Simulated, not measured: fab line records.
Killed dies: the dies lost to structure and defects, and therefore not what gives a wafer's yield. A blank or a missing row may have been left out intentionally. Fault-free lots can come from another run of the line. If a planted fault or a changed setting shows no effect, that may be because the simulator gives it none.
Which tool was responsible? / flow nand harc / 6 lots with 18 wafers sampled at 4 steps, on a route of 1159 steps

WHAT EACH GAUGE READ, for each wafer
NHARC_P_GATE_INSPECT_68.
lot=L527; measured=day 5 11:46; on=defect inspect-01; raw defect count=214 308 189
lot=L532; measured=day 7 03:58; on=defect inspect-02; raw defect count=93 165 169
lot=L536; measured=day 7 16:15; on=defect inspect-01; raw defect count=629 507 849
lot=L544; measured=day 9 16:53; on=defect inspect-01; raw defect count=222 135 206
lot=L548; measured=day 10 20:16; on=defect inspect-01; raw defect count=157 199 163
lot=L549; measured=day 11 00:54; on=defect inspect-01; raw defect count=307 300 317

WHAT TOOL EACH LOT RAN ON (gives the tool, then ch and the chambers of the sampled wafers, and finally the start)
lot=L527; NHARC_P_GATE_ETCH_114=rie diel-03 ch 0,1,3, day 4 16:00; NHARC_P_GATE_STRIP_113=plasma asher-02 ch 0,1, day 5 09:06; NHARC_P_GATE_STRIP_95=plasma asher-02 ch 0,1, day 5 09:49
lot=L532; NHARC_P_GATE_ETCH_114=rie diel-03 ch 0,2,3, day 6 09:00; NHARC_P_GATE_STRIP_113=plasma asher-01 ch 0,1, day 7 01:23; NHARC_P_GATE_STRIP_95=plasma asher-01 ch 0,1, day 7 02:07
lot=L536; NHARC_P_GATE_ETCH_114=rie diel-03 ch 0,1,2, day 6 22:00; NHARC_P_GATE_STRIP_113=plasma asher-02 ch 0,1, day 7 13:41; NHARC_P_GATE_STRIP_95=plasma asher-02 ch 0,1, day 7 14:25
lot=L544; NHARC_P_GATE_ETCH_114=rie diel-10 ch 0,1,3, day 8 22:00; NHARC_P_GATE_STRIP_113=plasma asher-02 ch 0,1, day 9 14:16; NHARC_P_GATE_STRIP_95=plasma asher-02 ch 0,1, day 9 14:58
lot=L548; NHARC_P_GATE_ETCH_114=rie diel-10 ch 0,1, day 10 02:00; NHARC_P_GATE_STRIP_113=plasma asher-01 ch 0,1, day 10 18:03; NHARC_P_GATE_STRIP_95=plasma asher-01 ch 0,1, day 10 18:26
lot=L549; NHARC_P_GATE_ETCH_114=rie diel-10 ch 1,2,3, day 10 06:00; NHARC_P_GATE_STRIP_113=plasma asher-02 ch 0,1, day 10 22:28; NHARC_P_GATE_STRIP_95=plasma asher-02 ch 0,1, day 10 23:04
- NHARC_P_GATE_ETCH_114: etches the open film in CF4/O2, target depth 30 nm, overetch 3 nm, time 16.5 s.
- NHARC_P_GATE_STRIP_113: strips in N2/H2, time 740 s.
- NHARC_P_GATE_STRIP_95: strips in O2.

THE ANSWER, worked out from the rows above alone
Rule: the usual values come from the lots themselves. The widest of any qualifying gaps counts: lots, ordered by their means at a reading, are off when they make up no more than a third of the lots, leave a main group of 4 or more, and stand apart from it by 3 or more times the standard deviation of that group's means. The tables above print the reading to a certain number of digits; a main group whose means all agree to those digits is not used. Also off: a lot with no number at a reading for which 4 or more lots have one. Any other lot the step has rows for is counted as sound.
Off, at NHARC_P_GATE_INSPECT_68 on raw defect count: L536. For the main group the mean is 210 and the standard deviation 58.
A tool fits if, at a process step before that reading, it ran every lot that is off, and no sound lot after the first of them. The gauges at NHARC_P_GATE_INSPECT_68 are tried like those tools. One candidate fits, namely rie diel-03 at NHARC_P_GATE_ETCH_114. A fault onset in the window from L532 (day 6 09:00, its last sound lot) to L536 (day 6 22:00, its first lot off) fits.

WHAT WAS PUT IN BY THE SIMULATOR
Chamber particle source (rie diel-03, NHARC_P_GATE_ETCH_114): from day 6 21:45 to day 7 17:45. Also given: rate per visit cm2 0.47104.
Struck lots among those shown: L536. The rule given above showed the same thing.
